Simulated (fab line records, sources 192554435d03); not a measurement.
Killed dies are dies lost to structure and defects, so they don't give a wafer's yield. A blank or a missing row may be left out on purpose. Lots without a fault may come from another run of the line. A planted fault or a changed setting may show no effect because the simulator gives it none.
Split-lot experiment | flow n5_finfet | 7 lots, 21 wafers read, on a route of 1938 steps

THE SPLIT
At N5_BEOL_M11_ETCH_41 (etches SiCN in CH3F/O2, target depth 42.6 nm, time 86 s), the setting time_s was moved away from the recipe's 86 s on 8 of the 21 wafers read, by -16.7% to +15.9%. The other wafers ran this setting at the recipe's value.

The reading is taken at the split's own step.

THE READING
etch.depth_nm (the simulator's own value, which no gauge read), in nm, at N5_BEOL_M11_ETCH_41 (etches SiCN in CH3F/O2, target depth 42.6 nm, time 86 s). The file gives no usual value for it. The 13 wafers here that ran the recipe average 32.26 nm, standard deviation 0.76 nm.

wafer  | tool, chamber at the split | time_s as run, s | against the recipe | etch.depth_nm, nm | against lot-mates on the recipe
L078.1 | rie_diel-01, 0             | 86               | recipe             | 31.85             | -
L078.2 | rie_diel-01, 2             | 86               | recipe             | 32.93             | -
L078.3 | rie_diel-01, 1             | 86               | recipe             | 32.17             | -
L074.2 | rie_diel-05, 3             | 86               | recipe             | 31.14             | -
L074.4 | rie_diel-05, 3             | 99.64            | +15.9%             | 35.99             | +4.85
L074.6 | rie_diel-05, 0             | 99.64            | +15.9%             | 39.61             | +8.47
L080.2 | rie_diel-05, 0             | 86               | recipe             | 34.02             | -
L080.3 | rie_diel-05, 3             | 71.61            | -16.7%             | 25.28             | -8.74
L080.6 | rie_diel-05, 0             | 71.61            | -16.7%             | 28.44             | -5.58
L089.1 | rie_diel-06, 0             | 86               | recipe             | 32.97             | -
L089.4 | rie_diel-06, 2             | 77.07            | -10.4%             | 29.44             | -3.53
L089.6 | rie_diel-06, 0             | 77.07            | -10.4%             | 29.23             | -3.74
L094.1 | rie_diel-01, 1             | 80.94            | -5.9%              | 29.89             | -2.06
L094.3 | rie_diel-01, 0             | 80.94            | -5.9%              | 29.99             | -1.96
L094.4 | rie_diel-01, 3             | 86               | recipe             | 31.95             | -
L093.3 | rie_diel-01, 3             | 86               | recipe             | 31.97             | -
L093.4 | rie_diel-01, 0             | 86               | recipe             | 31.96             | -
L093.6 | rie_diel-01, 3             | 86               | recipe             | 32.35             | -
L095.1 | rie_diel-05, 1             | 86               | recipe             | 31.68             | -
L095.4 | rie_diel-05, 2             | 86               | recipe             | 33.02             | -
L095.5 | rie_diel-05, 1             | 86               | recipe             | 31.36             | -

THE FIT
A straight line over all 21 wafers: etch.depth_nm changes by +0.331 nm for each +1% of time_s; r = +0.94; the points scatter about the line by 1 nm.
The same after taking each lot's own level away (the mean of its wafers on the recipe; 21 wafers): +0.41 nm for each +1%; r = +0.97; scatter 0.89 nm.
On that fit, the largest move of time_s shifts the reading by 6.9 nm.
The lots' own levels span 31.140 to 34.020 nm, that is 3.8 times the standard deviation above.
So the lot-to-lot level changes the slope: the two fits differ.
Check: with one of the wafers moved furthest among these (-16.7%) left out of the fit, the line predicts -6.21 nm for it against its lot-mates. It came out at -8.74 nm against them.

OTHER SPLITS ON THESE WAFERS
These wafers also went through other splits before the reading. Each is held against what the fit with the lots' levels taken away leaves over:
other split on the same wafers | wafers away from the commonest value | r with etch.depth_nm (lot level and that fit taken away)
N5_BEOL_M9_COAT_05 spin_rpm    | 8                                    | +0.15
N5_BEOL_M11_COAT_05 spin_rpm   | 4                                    | -0.05

THE FILE'S OWN FIT
etch.depth_nm changes by +0.408 nm for each +1% of time_s, r = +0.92.
